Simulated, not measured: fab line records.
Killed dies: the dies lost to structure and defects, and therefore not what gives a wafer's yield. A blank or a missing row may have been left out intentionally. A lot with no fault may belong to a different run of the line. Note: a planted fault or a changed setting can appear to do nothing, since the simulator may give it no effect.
What tool caused it? ; flow nandHarc ; 21 wafers from 7 lots sampled at 5 of the route's 1159 steps

== WHAT THE GAUGES READ, wafer by wafer ==
NHARC_P_STI_CD_MEAS_09: the cd target is 200 nm.
lot;measured;on;cdNm (nm)
L419;day 2 16:15;cdSem-01;195.0 195.8 197.6
L421;day 3 07:48;cdSem-03;201.3 197.5 194.4
L426;day 4 07:39;cdSem-02;254.7 251.3 251.7
L434;day 6 13:40;cdSem-03;201.5 199.5 200.0
L436;day 7 02:47;cdSem-03;203.1 198.4 197.5
L438;day 7 11:04;cdSem-03;198.8 196.1 200.7
L441;day 8 05:05;cdSem-02;195.5 198.6 196.2

== TOOL THAT RAN EACH LOT (tool first, then ch and the chambers of the sampled wafers, then the start) ==
lot;NHARC_P_ZERO_WELL_DESCUM_13;NHARC_P_ZERO_WELL_ETCH_65;NHARC_P_ZERO_WELL_ETCH_62;NHARC_P_STI_PEB_07
L419;rieDiel-07 ch 0,3, day 1 19:24;rieDiel-07 ch 0,2, day 1 19:29;rieDiel-07 ch 1,2,3, day 2 16:10 or earlier;lithoTrack-07 ch 0, day 2 16:10
L421;rieDiel-07 ch 0,2, day 2 07:25;rieDiel-07 ch 0,2,3, day 2 07:30;rieDiel-07 ch 0,2, day 3 07:42 or earlier;lithoTrack-02 ch 0, day 3 07:42
L426;rieDiel-07 ch 2,3, day 3 13:18;rieDiel-07 ch 2,3, day 3 13:24;rieDiel-07 ch 0,2, day 4 07:34 or earlier;lithoTrack-07 ch 0, day 4 07:34
L434;rieDiel-09 ch 1,3, day 5 13:16;rieDiel-09 ch 0,2,3, day 5 13:22;rieDiel-09 ch 0,2,3, day 6 13:35 or earlier;lithoTrack-05 ch 0, day 6 13:35
L436;rieDiel-09 ch 0,1, day 6 01:25;rieDiel-09 ch 0,1,3, day 6 01:31;rieDiel-09 ch 2,3, day 7 02:42 or earlier;lithoTrack-02 ch 0, day 7 02:42
L438;rieDiel-07 ch 0,3, day 6 13:28;rieDiel-07 ch 0,3, day 6 13:33;rieDiel-07 ch 1,3, day 7 10:59 or earlier;lithoTrack-02 ch 0, day 7 10:59
L441;rieDiel-09 ch 0,2,3, day 7 07:16;rieDiel-09 ch 0,2,3, day 7 07:22;rieDiel-09 ch 1,2,3, day 8 04:59 or earlier;lithoTrack-02 ch 0, day 8 04:59
- NHARC_P_ZERO_WELL_DESCUM_13: chemistry O2, time 3 s.
- NHARC_P_ZERO_WELL_ETCH_65: etches the open film in N2/H2, target depth 80 nm, overetch 24 nm, time 87.88 s.
- NHARC_P_ZERO_WELL_ETCH_62: etches the open film in CHF3/Ar, target depth 13 nm, time 6.5 s.
- NHARC_P_STI_PEB_07: peb time 80 s.

== THE ANSWER, worked out from the rows above alone ==
Rule: the lots themselves supply what counts as usual. Put in order of their means at a reading, lots are off if they are a third of the lots or fewer, leave a main group of 4 or more, and stand apart from it by a gap of 3 or more times the standard deviation of the main group's means; of several such gaps the widest counts. A main group is skipped when, at the precision printed for the reading in the tables above, its means are all equal. A lot without any number at a reading at which 4 lots or more have one is off too. Any other lot the step has rows for is counted as sound.
Off at NHARC_P_STI_CD_MEAS_09 (cdNm): L426. The main group: mean 198.2 nm, standard deviation 1.5.
A tool fits if, at a process step before that reading, it ran every lot that is off, and no sound lot after the first of them. Gauges at NHARC_P_STI_CD_MEAS_09: tried the same way as those tools. NHARC_P_ZERO_WELL_ETCH_62: start missing for some lots; hours and lot order therefore follow NHARC_P_STI_PEB_07. One fits: NHARC_P_STI_PEB_07 on lithoTrack-07. A fault onset in the window from L419 (day 2 16:10, its last sound lot) to L426 (day 4 07:34, its first lot off) fits.

== WHAT WAS PUT IN BY THE SIMULATOR ==
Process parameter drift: lithoTrack-07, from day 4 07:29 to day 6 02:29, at NHARC_P_STI_PEB_07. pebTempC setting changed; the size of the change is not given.
Struck lots among those shown: L426. The rule above reached the same finding.
